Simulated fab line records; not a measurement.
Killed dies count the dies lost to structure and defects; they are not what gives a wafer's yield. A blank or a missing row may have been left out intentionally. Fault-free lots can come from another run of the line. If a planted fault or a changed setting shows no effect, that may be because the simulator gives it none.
What tool caused it? ; flow n5Finfet ; Sampling: 24 lots, 72 wafers, 6 of 1938 route steps

## WHAT EACH GAUGE READ, for each wafer
Not one reading of a measure or inspect step in the record can be checked against a usual standard deviation.

## EACH LOT AND THE TOOL THAT RAN IT (in order: tool; ch and the chambers of the sampled wafers; start)
lot;N5_BEOL_M12_SPUTTER_45;N5_BEOL_M12_CMP_49;N5_BEOL_M13_DESCUM_15;N5_BEOL_M13_STRIP_64;N5_BEOL_M13_SPUTTER_44;N5_BEOL_M14_ILD_DEP_00
L075;pvdSputter-01, day 11 22:56;cmp-01 ch 1,2, day 11 23:30;rieDiel-04 ch 1,3, day 12 00:39;plasmaAsher-01 ch 0,1, day 12 01:11;pvdSputter-02, day 12 03:25;pecvd-04 ch 1,2, day 12 04:35
L077;pvdSputter-02, day 12 05:38;cmp-03 ch 1,2,3, day 12 06:28;rieDiel-01 ch 1,2,3, day 12 07:35;plasmaAsher-01 ch 0,1, day 12 07:58;pvdSputter-01, day 12 11:39;pecvd-04 ch 0,1,2, day 12 13:01
L074;pvdSputter-01, day 12 14:47;cmp-04 ch 0,3, day 12 15:24;rieDiel-04 ch 0,1,3, day 12 16:25;plasmaAsher-02 ch 0,1, day 12 16:49;pvdSputter-03, day 12 20:47;pecvd-04 ch 1,2, day 12 22:20
L076;pvdSputter-01, day 12 15:07;cmp-03 ch 0,1,3, day 12 15:45;rieDiel-01 ch 0,3, day 12 16:43;plasmaAsher-01 ch 0,1, day 12 17:08;pvdSputter-02, day 12 20:41;pecvd-03 ch 0,1, day 12 21:59
L079;pvdSputter-02, day 13 08:04;cmp-04 ch 0,1,3, day 13 08:44;rieDiel-01 ch 0,2,3, day 13 09:44;plasmaAsher-02 ch 0,1, day 13 10:07;pvdSputter-02, day 13 14:38;pecvd-03 ch 0,1,2, day 13 15:47
L078;pvdSputter-02, day 13 11:20;cmp-03 ch 0,2, day 13 11:54;rieDiel-04 ch 1,3, day 13 13:07;plasmaAsher-01 ch 0,1, day 13 13:38;pvdSputter-01, day 13 15:25;pecvd-03 ch 0,2, day 13 16:35
L081;pvdSputter-02, day 14 01:51;cmp-03 ch 1,3, day 14 02:29;rieDiel-06 ch 0,2, day 14 03:38;plasmaAsher-02 ch 0,1, day 14 04:01;pvdSputter-02, day 14 07:10;pecvd-01 ch 1,2, day 14 08:18
L080;pvdSputter-02, day 14 02:13;cmp-01 ch 0,1,3, day 14 03:02;rieDiel-04 ch 0,1, day 14 04:38;plasmaAsher-02 ch 0,1, day 14 05:01;pvdSputter-02, day 14 09:16;pecvd-01 ch 1,2, day 14 10:42
L083;pvdSputter-01, day 14 15:54;cmp-01 ch 0,3, day 14 17:02;rieDiel-04 ch 0,1,3, day 14 18:42;plasmaAsher-01 ch 0,1, day 14 19:05;pvdSputter-03, day 14 22:38;pecvd-04 ch 0,1,2, day 14 23:47
L085;pvdSputter-02, day 15 03:46;cmp-04 ch 0,1,2, day 15 04:28;rieDiel-04 ch 0,3, day 15 05:37;plasmaAsher-01 ch 0,1, day 15 05:59;pvdSputter-01, day 15 11:52;pecvd-03 ch 0,1, day 15 13:01
L084;pvdSputter-01, day 15 04:31;cmp-03 ch 1,2, day 15 05:07;rieDiel-04 ch 0,1,3, day 15 06:16;plasmaAsher-02 ch 0, day 15 06:39;pvdSputter-02, day 15 12:14;pecvd-01 ch 0,1, day 15 13:33
L082;pvdSputter-02, day 15 04:49;cmp-04 ch 0,1,3, day 15 05:32;rieDiel-06 ch 1,2,3, day 15 06:58;plasmaAsher-01 ch 0,1, day 15 07:21;pvdSputter-02, day 15 12:35;pecvd-01 ch 0,1, day 15 13:49
L086;pvdSputter-02, day 15 05:35;cmp-01 ch 0,1,3, day 15 06:09;rieDiel-01 ch 1,2,3, day 15 07:41;plasmaAsher-02 ch 0,1, day 15 08:04;pvdSputter-01, day 15 13:57;pecvd-01 ch 0,1,2, day 15 15:05
L087;pvdSputter-02, day 15 06:16;cmp-04 ch 0,2,3, day 15 06:49;rieDiel-04 ch 0,1,3, day 15 08:23;plasmaAsher-02 ch 0,1, day 15 08:46;pvdSputter-01, day 15 13:17;pecvd-04 ch 2, day 15 14:26
L088;pvdSputter-03, day 16 04:33;cmp-04 ch 1,2, day 16 05:07;rieDiel-01 ch 0,3, day 16 06:16;plasmaAsher-01 ch 0,1, day 16 06:38;pvdSputter-01, day 16 15:20;pecvd-04 ch 0,1, day 16 16:29
L090;pvdSputter-01, day 16 07:05;cmp-04 ch 0,1, day 16 07:50;rieDiel-04 ch 0,1,3, day 16 08:59;plasmaAsher-01 ch 0,1, day 16 09:22;pvdSputter-02, day 16 15:50;pecvd-04 ch 0,2, day 16 17:30
L089;pvdSputter-03, day 16 07:39;cmp-03 ch 0,3, day 16 08:17;rieDiel-04 ch 0,1,3, day 16 09:19;plasmaAsher-01 ch 0,1, day 16 09:44;pvdSputter-03, day 16 15:52;pecvd-01 ch 1, day 16 17:36
L091;pvdSputter-02, day 16 15:35;cmp-03 ch 1,2,3, day 16 16:54;rieDiel-01 ch 0,1,3, day 16 18:04;plasmaAsher-01 ch 0,1, day 16 18:28;pvdSputter-02, day 17 06:36;pecvd-01 ch 0,1,2, day 17 08:15
L093;pvdSputter-02, day 16 22:47;cmp-01 ch 0,1, day 16 23:20;rieDiel-04 ch 0,1,3, day 17 00:31;plasmaAsher-02 ch 0,1, day 17 00:57;pvdSputter-02, day 17 07:07;pecvd-01 ch 0,1,2, day 17 08:29
L092;pvdSputter-02, day 17 01:34;cmp-03 ch 0,1,3, day 17 02:07;rieDiel-06 ch 0,1,3, day 17 03:16;plasmaAsher-02 ch 1, day 17 03:39;pvdSputter-02, day 17 08:11;pecvd-04 ch 0, day 17 09:19
L097;pvdSputter-02, day 17 06:19;cmp-01 ch 0,1,2, day 17 06:58;rieDiel-04 ch 0,1, day 17 07:54;plasmaAsher-02 ch 1, day 17 08:17;pvdSputter-01, day 17 13:23;pecvd-01 ch 1,2, day 17 14:32
L094;pvdSputter-03, day 17 17:35;cmp-01 ch 0,1,3, day 17 18:14;rieDiel-04 ch 0,1, day 17 19:44;plasmaAsher-02 ch 0,1, day 17 20:08;pvdSputter-01, day 18 00:26;pecvd-03 ch 0,1,2, day 18 01:40
L095;pvdSputter-02, day 18 04:49;cmp-03 ch 0,1,3, day 18 05:26;rieDiel-04 ch 0,2,3, day 18 06:28;plasmaAsher-01 ch 0,1, day 18 06:51;pvdSputter-03, day 18 09:23;pecvd-03 ch 1,2, day 18 10:52
L096;pvdSputter-03, day 18 05:38;cmp-01 ch 2,3, day 18 06:12;rieDiel-04 ch 1,2, day 18 07:13;plasmaAsher-02 ch 0,1, day 18 07:36;pvdSputter-01, day 18 11:55;pecvd-04 ch 0,2, day 18 13:04
- N5_BEOL_M12_SPUTTER_45: material Cu, target thk 80 nm, time 13.33 s.
- N5_BEOL_M12_CMP_49: polishes, stops on SiOC, t overpolish 20.6 s, target thk 320 nm.
- N5_BEOL_M13_DESCUM_15: chemistry O2, time 7.9 s.
- N5_BEOL_M13_STRIP_64: strips in N2/H2.
- N5_BEOL_M13_SPUTTER_44: material Ta, target thk 10 nm, time 16.13 s.
- N5_BEOL_M14_ILD_DEP_00: deposits SiO2 from TEOS/O2, target thk 1119.3 nm, time 237.4 s.

## WHAT THE TOOLS THEMSELVES READ (means of the sampled wafers that have a number; where no wafer has one, the mark that the record gives instead)
N5_BEOL_M12_SPUTTER_45. Usual: chamberPressurePa 0.12999 Pa, standard deviation 0.00025; throttleValvePct 30.0 %, standard deviation 0.65.
lot;tool;chamberPressurePa (Pa);throttleValvePct (%);flag
L075;pvdSputter-01;0.13012;30.4;
L077;pvdSputter-02;0.12988;30.0;
L074;pvdSputter-01;0.13000;30.3;
L076;pvdSputter-01;0.12975;30.4;
L079;pvdSputter-02;0.12991;30.2;
L078;pvdSputter-02;0.13003;30.4;
L081;pvdSputter-02;0.13012;30.0;
L080;pvdSputter-02;0.12993;29.6;
L083;pvdSputter-01;0.12996;30.2;
L085;pvdSputter-02;0.13009;30.5;
L084;pvdSputter-01;0.12988;30.6;
L082;pvdSputter-02;0.12999;30.2;
L086;pvdSputter-02;0.13014;30.1;
L087;pvdSputter-02;0.12968;29.5;
L088;pvdSputter-03;0.13005;29.6;
L090;pvdSputter-01;0.12993;30.3;
L089;pvdSputter-03;0.12971;29.6;
L091;pvdSputter-02;0.13028;30.3;
L093;pvdSputter-02;0.12990;30.0;
L092;pvdSputter-02;0.12979;30.0;
L097;pvdSputter-02;0.12989;29.8;
L094;pvdSputter-03;0.12994;30.6;
L095;pvdSputter-02;0.12973;30.1;
L096;pvdSputter-03;0.13000;29.7;

N5_BEOL_M12_CMP_49. Usual: barrierFieldEndpointS 30.3 s, standard deviation 0.76; clearingPlatenDownForcePsi 1.500 psi, standard deviation 0.0031; edgeZonePressureFrac 1.000, standard deviation 0.0049; motorCurrentA 6.0 A, standard deviation 0.58; overpolishRunS 20.600 s, standard deviation 0.0088.
lot;tool;barrierFieldEndpointS (s);clearingPlatenDownForcePsi (psi);edgeZonePressureFrac;motorCurrentA (A);overpolishRunS (s);flag
L075;cmp-01;31.7;1.498;1.005;6.5;20.600;
L077;cmp-03;29.5;1.499;1.007;5.9;20.599;
L074;cmp-04;30.0;1.500;1.000;5.9;20.597;
L076;cmp-03;29.8;1.499;1.001;5.5;20.601;
L079;cmp-04;29.8;1.497;1.000;6.1;20.602;
L078;cmp-03;30.8;1.498;1.000;5.0;20.612;
L081;cmp-03;29.6;1.499;1.001;6.1;20.601;
L080;cmp-01;29.7;1.498;1.001;6.2;20.597;
L083;cmp-01;30.2;1.501;1.008;6.3;20.596;
L085;cmp-04;29.9;1.498;1.002;6.0;20.595;
L084;cmp-03;30.5;1.502;1.000;5.9;20.593;
L082;cmp-04;30.9;1.498;0.995;6.1;20.594;
L086;cmp-01;30.5;1.502;0.999;6.1;20.599;
L087;cmp-04;30.4;1.499;1.001;6.1;20.605;
L088;cmp-04;29.9;1.495;0.990;6.2;20.605;
L090;cmp-04;29.9;1.500;0.999;5.9;20.602;
L089;cmp-03;30.9;1.501;1.000;5.1;20.599;
L091;cmp-03;29.8;1.499;1.001;6.2;20.611;
L093;cmp-01;30.6;1.502;0.996;6.0;20.599;
L092;cmp-03;30.7;1.499;1.002;5.6;20.602;
L097;cmp-01;30.6;1.499;1.000;6.4;20.606;
L094;cmp-01;30.4;1.504;1.000;6.2;20.604;
L095;cmp-03;29.9;1.496;1.001;5.7;20.597;
L096;cmp-01;30.9;1.500;1.012;6.7;20.602;

N5_BEOL_M13_DESCUM_15. Usual: drypumpMotorCurrentA 5.4 A, standard deviation 0.34; oesProductAu 0.83 a.u., standard deviation 0.065; rfVppV 243.1 V, standard deviation 1.2; showerheadPlenumPTorr 2.08 Torr, standard deviation 0.052; throttleValvePct 20.42 %, standard deviation 0.2.
lot;tool;drypumpMotorCurrentA (A);oesProductAu (a.u.);rfVppV (V);showerheadPlenumPTorr (Torr);throttleValvePct (%);flag
L075;rieDiel-04;5.4;0.93;243.6;2.11;20.42;
L077;rieDiel-01;5.4;0.80;243.9;2.11;20.41;
L074;rieDiel-04;5.4;0.92;243.3;2.11;20.45;
L076;rieDiel-01;6.0;0.87;243.1;2.05;20.10;
L079;rieDiel-01;5.6;0.84;242.8;2.07;20.22;
L078;rieDiel-04;5.4;0.89;243.5;2.11;20.45;
L081;rieDiel-06;5.4;0.74;243.1;2.03;20.69;
L080;rieDiel-04;5.4;0.90;245.0;2.13;20.51;
L083;rieDiel-04;5.4;0.87;243.7;2.10;20.47;
L085;rieDiel-04;5.2;0.86;243.2;2.10;20.47;
L084;rieDiel-04;5.3;0.87;244.0;2.10;20.48;
L082;rieDiel-06;5.3;0.79;242.9;2.06;20.20;
L086;rieDiel-01;5.4;0.77;243.6;2.11;20.44;
L087;rieDiel-04;5.4;0.86;242.6;2.10;20.50;
L088;rieDiel-01;6.0;0.83;242.9;2.04;20.15;
L090;rieDiel-04;5.4;0.85;243.0;2.10;20.50;
L089;rieDiel-04;5.4;0.85;243.4;2.10;20.48;
L091;rieDiel-01;5.8;0.79;242.6;2.09;20.33;
L093;rieDiel-04;5.4;0.84;243.5;2.09;20.50;
L092;rieDiel-06;5.4;0.74;241.8;2.01;20.46;
L097;rieDiel-04;5.5;0.85;244.0;2.12;20.56;
L094;rieDiel-04;5.5;0.85;244.2;2.12;20.57;
L095;rieDiel-04;5.3;0.79;243.3;2.04;20.44;
L096;rieDiel-04;5.6;0.80;243.5;2.07;20.47;

N5_BEOL_M13_STRIP_64. Usual: drypumpMotorCurrentA 5.7 A, standard deviation 0.4; heaterPowerW 335 W, standard deviation 19; oesProductAu 0.715 a.u., standard deviation 0.0044; stripTimeToEndpointS 31.30 s, standard deviation 0.07.
lot;tool;drypumpMotorCurrentA (A);heaterPowerW (W);oesProductAu (a.u.);stripTimeToEndpointS (s);flag
L075;plasmaAsher-01;5.3;337;0.715;31.29;
L077;plasmaAsher-01;5.3;337;0.713;31.33;
L074;plasmaAsher-02;6.0;341;0.719;31.38;
L076;plasmaAsher-01;5.4;317;0.714;31.24;
L079;plasmaAsher-02;6.1;347;0.713;31.18;
L078;plasmaAsher-01;5.3;338;0.711;31.35;
L081;plasmaAsher-02;6.0;336;0.713;31.37;
L080;plasmaAsher-02;6.0;334;0.716;31.30;
L083;plasmaAsher-01;5.4;323;0.719;31.30;
L085;plasmaAsher-01;5.3;335;0.720;31.36;
L084;plasmaAsher-02;5.9;331;0.714;31.34;
L082;plasmaAsher-01;5.5;322;0.717;31.31;
L086;plasmaAsher-02;6.1;344;0.716;31.35;
L087;plasmaAsher-02;6.0;335;0.714;31.25;
L088;plasmaAsher-01;5.4;326;0.711;31.18;
L090;plasmaAsher-01;5.3;338;0.715;31.29;
L089;plasmaAsher-01;5.4;325;0.715;31.26;
L091;plasmaAsher-01;5.3;338;0.716;31.38;
L093;plasmaAsher-02;6.1;346;0.711;31.24;
L092;plasmaAsher-02;6.3;356;0.714;31.37;
L097;plasmaAsher-02;6.2;349;0.714;31.25;
L094;plasmaAsher-02;6.1;338;0.716;31.36;
L095;plasmaAsher-01;5.4;318;0.713;31.38;
L096;plasmaAsher-02;6.0;333;0.714;31.22;

N5_BEOL_M13_SPUTTER_44. Usual: chamberPressurePa 0.07002 Pa, standard deviation 0.00014; throttleValvePct 30.0 %, standard deviation 0.66.
lot;tool;chamberPressurePa (Pa);throttleValvePct (%);flag
L075;pvdSputter-02;0.06996;29.7;
L077;pvdSputter-01;0.07007;30.3;
L074;pvdSputter-03;0.07004;30.0;
L076;pvdSputter-02;0.06999;30.4;
L079;pvdSputter-02;0.06987;30.1;
L078;pvdSputter-01;0.06991;30.2;
L081;pvdSputter-02;0.06998;30.1;
L080;pvdSputter-02;0.06997;30.5;
L083;pvdSputter-03;0.06995;30.3;
L085;pvdSputter-01;0.06993;30.1;
L084;pvdSputter-02;0.07006;30.3;
L082;pvdSputter-02;0.06999;29.8;
L086;pvdSputter-01;0.07007;30.3;
L087;pvdSputter-01;0.06998;30.2;
L088;pvdSputter-01;0.07005;30.4;
L090;pvdSputter-02;0.07024;29.5;
L089;pvdSputter-03;0.07015;29.6;
L091;pvdSputter-02;0.07006;29.9;
L093;pvdSputter-02;0.06994;29.6;
L092;pvdSputter-02;0.06981;29.8;
L097;pvdSputter-01;0.06993;30.2;
L094;pvdSputter-01;0.07014;30.0;
L095;pvdSputter-03;0.07007;29.3;
L096;pvdSputter-01;0.07014;30.2;

N5_BEOL_M14_ILD_DEP_00. Usual: heaterPowerW 576 W, standard deviation 84; showerheadPlenumPTorr 8.33 Torr, standard deviation 0.037; throttleValvePct 18.7 %, standard deviation 0.89.
lot;tool;heaterPowerW (W);showerheadPlenumPTorr (Torr);throttleValvePct (%);flag
L075;pecvd-04;573;8.36;18.7;
L077;pecvd-04;640;8.32;18.4;
L074;pecvd-04;589;8.36;18.7;
L076;pecvd-03;608;8.31;20.0;
L079;pecvd-03;629;8.33;19.2;
L078;pecvd-03;633;8.33;19.2;
L081;pecvd-01;447;8.34;18.6;
L080;pecvd-01;445;8.33;18.7;
L083;pecvd-04;563;8.33;18.4;
L085;pecvd-03;622;8.31;19.9;
L084;pecvd-01;551;8.35;18.5;
L082;pecvd-01;599;8.34;18.5;
L086;pecvd-01;541;8.34;18.7;
L087;pecvd-04;561;8.39;18.2;
L088;pecvd-04;584;8.32;19.1;
L090;pecvd-04;631;8.34;17.9;
L089;pecvd-01;475;8.38;17.9;
L091;pecvd-01;534;8.34;18.6;
L093;pecvd-01;528;8.34;18.6;
L092;pecvd-04;662;8.29;17.7;
L097;pecvd-01;481;8.37;18.2;
L094;pecvd-03;672;8.31;19.4;
L095;pecvd-03;618;8.31;19.3;
L096;pecvd-04;614;8.35;18.1;

## THE ANSWER, worked out from the rows above alone
Rule: take the mean of a lot's wafers that have a number; if it is more than 3 standard deviations from the usual mean, the lot is off. Also off: a lot with no number at a reading for which 4 or more lots have one. Where the step has rows for the other lots, those lots are counted as sound. Order of review: gauges by route order, followed by the tools' own readings, for which a lot's mean as printed above is used. At the first step where some lot is off, the reading lying furthest off is the one used; lots without a number count as furthest.
None of the lots is off at any reading shown; this tells nothing.

## WHAT THE SIMULATOR HAD INSERTED
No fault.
